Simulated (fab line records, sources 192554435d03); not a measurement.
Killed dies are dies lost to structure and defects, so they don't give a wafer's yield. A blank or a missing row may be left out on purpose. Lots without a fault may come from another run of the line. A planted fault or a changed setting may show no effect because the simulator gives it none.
fab line records | flow n5_finfet
record lots=7 wafers=39
route steps=1938 shown BEOL_M14@1716 MIM_TOP_ETCH@1853
start_h: hours from the record's first day to the start of the lot's first wafer shown | wait_h: hours since the lot's step before | " the same as in the row above | L1.1+2: a row that stands for several wafers | - no value, or no start given | * or withheld: withheld | < > ~ a bound
route shown NAME@n: a module of which the file shows steps, and the number in the route of the first | usual: mean/standard deviation of fault-free wafers | same: alike in all rows | chamber/n: place in a boat | sites: the reading at each site | _std_site: their standard deviation | _edge_site: outer sites' mean less inner sites' | radius_mm: how far each site lies from the wafer's centre | mask NAME#n: copy n | behind: the tool/chamber that last shaped the wafer | hold: why the lot was held/for how many hours/how that ended | device: the transistor (n, p or np) that didn't switch | end of line: the same wafers' tests at the end of the route | a step without rows: its recipe alone | killed: dies lost to structure and defects at the first sort, not the wafer's yield | map: a wafer's dies, x killed, . not, _ none there
set.NAME: the setting as run; set.NAME@STEP: as run at that earlier step | model.NAME: the simulator's own value behind a step, which no gauge read
lots whose settings were changed on purpose; a table a step, a row a wafer
## steps
# step N5_BEOL_M14_ILD_DEP_00
# recipe material=SiO2 target_thk_a=11193 temp_c=400 precursor=TEOS/O2 pressure_torr=6.5 rf_w=900 teos_flow_sccm=161.4 gas=O2 flow_sccm=2650 time_s=237.4
# columns lot.wafer tool chamber start_h wait_h set.target_thk_a model.SiO2_of_BEOL_M14_ILD_DEP_00.thk_nm
L075.1+5 pecvd-02 1,0 269.78 0.0 11193 1112
L075.2 " 0 " " 11193 1105
L075.3 " 2 " " 17180 1702
L075.4 " 2 " " 17180 1724
L075.6 " 1 " " 17180 1734
L080.1 pecvd-02 0 318.75 0.0 13530 1334
L080.2 " 1 " " 11193 1104
L080.3 " 2 " " 13530 1339
L080.4 " 0 " " 11193 1110
L080.5 " 1 " " 11193 1125
L080.6 " 2 " " 13530 1345
L081.1 pecvd-01 2 319.68 0.0 13650 1320
L081.2 " 0 " " 13650 1340
L081.3 " 1 " " 13650 1330
L081.4 " 0 " " 11193 1094
L081.5 " 2 " " 11193 1084
L081.6 " 1 " " 11193 1100
L094.1 pecvd-01 1 401.52 0.0 11193 1104
L094.4 " 1 " " 11193 1118
L094.5 " 2 " " 11193 1102
L093.1 pecvd-04 0 401.78 0.0 11193 1114
L093.2 " 2 " " 14020 1390
L093.3 " 1 " " 11193 1131
L093.4 " 1 " " 14020 1423
L093.5 " 2 " " 11193 1130
L093.6 " 0 " " 14020 1406
L096.1+6 pecvd-02 0,1 418.91 0.0 11193 1102
L096.2 " 1 " " 11193 1080
L096.3 " 2 " " 11193 1103
L096.4 " 2 " " 11193 1118
L096.5 " 0 " " 11193 1111
L097.1 pecvd-04 2 443.21 0.0 13510 1356
L097.2 " 0 " " 11193 1126
L097.3 " 1 " " 11193 1148
L097.4 " 0 " " 11193 1149
L097.5 " 1 " " 13510 1378
L097.6 " 2 " " 13510 1373
# step N5_BEOL_M14_THK_MEAS_01
# recipe reads=SiO2_of_BEOL_M14_ILD_DEP_00
# usual M14_ILD_THK=1116/16
# columns lot.wafer tool chamber start_h wait_h set.target_thk_a@BEOL_M14_ILD_DEP_00 M14_ILD_THK[nm]
L075.1 film_metro-01 - 269.97 0.1 11193 1111
L075.2 " - " " 11193 1104
L075.3 " - " " 17180 1701
L075.4 " - " " 17180 1723
L075.5 " - " " 11193 1112
L075.6 " - " " 17180 1735
L080.1 film_metro-01 - 318.94 0.1 13530 1334
L080.2 " - " " 11193 1105
L080.3 " - " " 13530 1338
L080.4 " - " " 11193 1110
L080.5 " - " " 11193 1126
L080.6 " - " " 13530 1345
L081.1 film_metro-01 - 319.87 0.1 13650 1320
L081.2 " - " " 13650 1341
L081.3 " - " " 13650 1330
L081.4 " - " " 11193 1094
L081.5 " - " " 11193 1084
L081.6 " - " " 11193 1100
L094.1 film_metro-02 - 401.71 0.1 11193 1104
L094.4 " - " " 11193 1118
L094.5 " - " " 11193 1101
L093.1 film_metro-02 - 401.97 0.1 11193 1114
L093.2 " - " " 14020 1390
L093.3 " - " " 11193 1131
L093.4 " - " " 14020 1422
L093.5 " - " " 11193 1130
L093.6 " - " " 14020 1407
L096.1 film_metro-01 - 419.10 0.1 11193 1103
L096.2 " - " " 11193 1081
L096.3 " - " " 11193 1102
L096.4 " - " " 11193 1118
L096.5 " - " " 11193 1111
L096.6 " - " " 11193 1102
L097.1 film_metro-01 - 443.40 0.1 13510 1357
L097.2 " - " " 11193 1126
L097.3 " - " " 11193 1147
L097.4 " - " " 11193 1149
L097.5 " - " " 13510 1378
L097.6 " - " " 13510 1372
# step N5_BEOL_M14_COAT_58
# recipe resist=BARC temp_c=205 time_s=60 spin_rpm=1500 resist_thk_nm=89
# step N5_BEOL_M14_COAT_04
# recipe spin_rpm=1704 resist_thk_nm=800
# step N5_BEOL_M14_DESCUM_15
# recipe chemistry=O2 time_s=7.9 source_power_w=50 bias_power_w=20 pressure_mtorr=20 rf_frequency_hz=2.712e+07 temp_c=40 o2_flow_sccm=225
# step N5_BEOL_M14_ETCH_59
# recipe chemistry=N2/H2 target=BARC target_depth_a=890 overetch_a=267 time_s=67.9 ion_energy_ev=200 pressure_mtorr=30 source_w=840 bias_w=150 n2_flow_sccm=200 h2_flow_sccm=200
# step N5_BEOL_M14_VIA_ETCH_16
# recipe chemistry=C4F8/O2/Ar target=SiO2 he_inner_torr=15 he_outer_torr=30 target_depth_a=12313 time_s=withheld ion_energy_ev=800 pressure_mtorr=20 source_w=1905 bias_w=2040 Ar_flow_sccm=400 C4F8_flow_sccm=16 O2_flow_sccm=12 ends=cleared
# columns lot.wafer tool chamber start_h wait_h set.target_thk_a@BEOL_M14_ILD_DEP_00 model.etch.depth_nm model.coat_of_BEOL_M14_COAT_04.thk_nm
L075.1 rie_diel-01 3 270.57 0.0 11193 1112 451
L075.2 " 0 " " 11193 1105 457.4
L075.3 " 2 " " 17180 1702 314.4
L075.4 " 1 " " 17180 1724 315.2
L075.5 " 2 " " 11193 1112 455
L075.6 " 1 " " 17180 1734 309.8
L080.1 rie_diel-04 2 319.65 0.0 13530 1334 398.4
L080.2 " 1 " " 11193 1104 452.6
L080.3 " 3 " " 13530 1339 394.8
L080.4 " 0 " " 11193 1110 452.6
L080.5 " 2 " " 11193 1125 447.6
L080.6 " 1 " " 13530 1345 391.4
L081.1 rie_diel-06 0 320.37 0.0 13650 1320 404
L081.2 " 2 " " 13650 1340 397.8
L081.3 " 1 " " 13650 1330 398
L081.4 " 3 " " 11193 1094 457.2
L081.5 " 2 " " 11193 1084 458.4
L081.6 " 1 " " 11193 1100 453.8
L094.1 rie_diel-04 1 402.20 0.0 11193 1104 450.4
L094.4 " 0 " " 11193 1118 455.6
L094.5 " 1 " " 11193 1102 454.8
L093.1 rie_diel-01 0 402.58 0.0 11193 1114 453
L093.2 " 3 " " 14020 1390 382.4
L093.3 " 1 " " 11193 1131 453.4
L093.4 " 2 " " 14020 1423 380.8
L093.5 " 2 " " 11193 1130 455.4
L093.6 " 3 " " 14020 1406 377
L096.1 rie_diel-01 0 419.70 0.0 11193 1102 459.8
L096.2 " 1 " " 11193 1080 459.6
L096.3 " 2 " " 11193 1103 456
L096.4 " 3 " " 11193 1118 448.6
L096.5 " 2 " " 11193 1111 455
L096.6 " 1 " " 11193 1102 457.2
L097.1 rie_diel-06 2 444.09 0.0 13510 1356 398.8
L097.2 " 1 " " 11193 1126 451.4
L097.3 " 0 " " 11193 1148 451
L097.4 " 3 " " 11193 1149 444.8
L097.5 " 2 " " 13510 1378 392.8
L097.6 " 3 " " 13510 1373 392.2
# step N5_MIM_TOP_ETCH_PECVD_03
# recipe material=SiNx target_thk_a=200 temp_c=400 precursor=SiH4/NH3/N2 pressure_torr=1.5 rf_w=300 time_s=17.6
# columns lot.wafer tool chamber start_h wait_h set.time_s model.SiNx_of_MIM_TOP_ETCH_PECVD_03.thk_nm
L075.1+3 pecvd-02 0,2 284.56 - 17.6 19.6
L075.2 " 1 " " 17.6 19.8
L075.4 " 1 " " 17.6 20.4
L075.5+6 " 0,2 " " 17.6 20
L081.1+4 pecvd-02 0,2 337.25 - 12.2 13.6
L081.2 " 2 " " 17.6 19.4
L081.3+6 " 1,0 " " 17.6 19.8
L081.5 " 1 " " 12.2 13.8
L080.1+2+3 pecvd-03 0,2,1 337.86 - 17.6 20
L080.4 " 2 " " 27.94 32.2
L080.5+6 " 1,0 " " 27.94 32
L094.1+4 pecvd-01 1 414.98 - 17.6 20.2
L094.5 " 0 " " 17.6 20.4
L093.1 pecvd-01 1 418.98 - 17.6 19.8
L093.2+5 " 0,1 " " 17.6 20.2
L093.3 " 2 " " 8.235 9.2
L093.4 " 2 " " 8.235 9.6
L093.6 " 0 " " 8.235 9.4
L096.1+6 pecvd-03 1,0 441.97 - 21.68 24.6
L096.2 " 2 " " 17.6 19.8
L096.3 " 0 " " 21.68 24.4
L096.4 " 1 " " 17.6 20.2
L096.5 " 2 " " 17.6 20
L097.1+5 pecvd-03 1,2 463.42 - 17.6 20
L097.2 " 0 " " 17.6 19.6
L097.3+6 " 2,0 " " 17.6 19.8
L097.4 " 1 " " 17.6 20.2
## key
split step=N5_BEOL_M14_ILD_DEP_00 setting=target_thk_a stated=11193 by=wafer
response step=N5_BEOL_M14_ILD_DEP_00 reading=model.SiO2_of_BEOL_M14_ILD_DEP_00.thk_nm change=+11.2 per=1% r=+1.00
response step=N5_BEOL_M14_THK_MEAS_01 reading=M14_ILD_THK change=+11.2 per=1% r=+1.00
response step=N5_BEOL_M14_VIA_ETCH_16 reading=model.etch.depth_nm change=+11.2 per=1% r=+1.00
response step=N5_BEOL_M14_VIA_ETCH_16 reading=model.coat_of_BEOL_M14_COAT_04.thk_nm change=-2.68 per=1% r=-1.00
split step=N5_MIM_TOP_ETCH_PECVD_03 setting=time_s stated=17.6 by=wafer
response step=N5_MIM_TOP_ETCH_PECVD_03 reading=model.SiNx_of_MIM_TOP_ETCH_PECVD_03.thk_nm change=+0.202 per=1% r=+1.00
